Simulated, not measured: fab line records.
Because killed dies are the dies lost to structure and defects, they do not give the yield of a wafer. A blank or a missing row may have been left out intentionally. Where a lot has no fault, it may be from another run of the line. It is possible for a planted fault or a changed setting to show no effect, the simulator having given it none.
Chamber matching ; flow n5_finfet ; rie_diel-03 running N5_BEOL_M9_DESCUM_16: 4 sister chambers
The step chemistry O2, time 7.9 s. 4 wafers are shown with their chamber, then 7 later ones without.

WAFERS WITH THEIR CHAMBER
wafer;chamber;showerhead_plenum_p_Torr (Torr)
L078.6;2;2.11
L088.6;3;2.00
L095.4;0;2.03
L095.5;1;2.14

WAFERS MISSING THEIR CHAMBER
wafer;showerhead_plenum_p_Torr (Torr)
L095.6;2.03
L097.3;2.03
L097.4;2.00
L097.5;2.03
L082.1;1.99
L082.3;2.13
L082.6;2.03

THE CHAMBER EACH PASSED THROUGH
wafer;from the rows above;in truth
L095.6;0;0
L097.3;0;0
L097.4;3;3
L097.5;0;0
L082.1;3;3
L082.3;can't be placed: 1 or 2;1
L082.6;0;0
Correct placement for 6 of the 7. Not placeable from these rows: 1 (in 1, the candidates include the true chamber). Number placed wrongly: 0.
How it was worked out, from the rows above alone: a wafer's distance from a chamber is the root of the sum, over the readings, of the square of ((its reading less the chamber's mean) divided by the reading's scatter). If the next closest chamber is less than 2 further off than the closest, the wafer can't be placed; otherwise it belongs to the closest. Each chamber's mean is taken over the wafers shown for it. The scatter (one wafer shown for each chamber): square how far every hidden wafer sits from the nearest shown wafer, average those squares and take the square root.
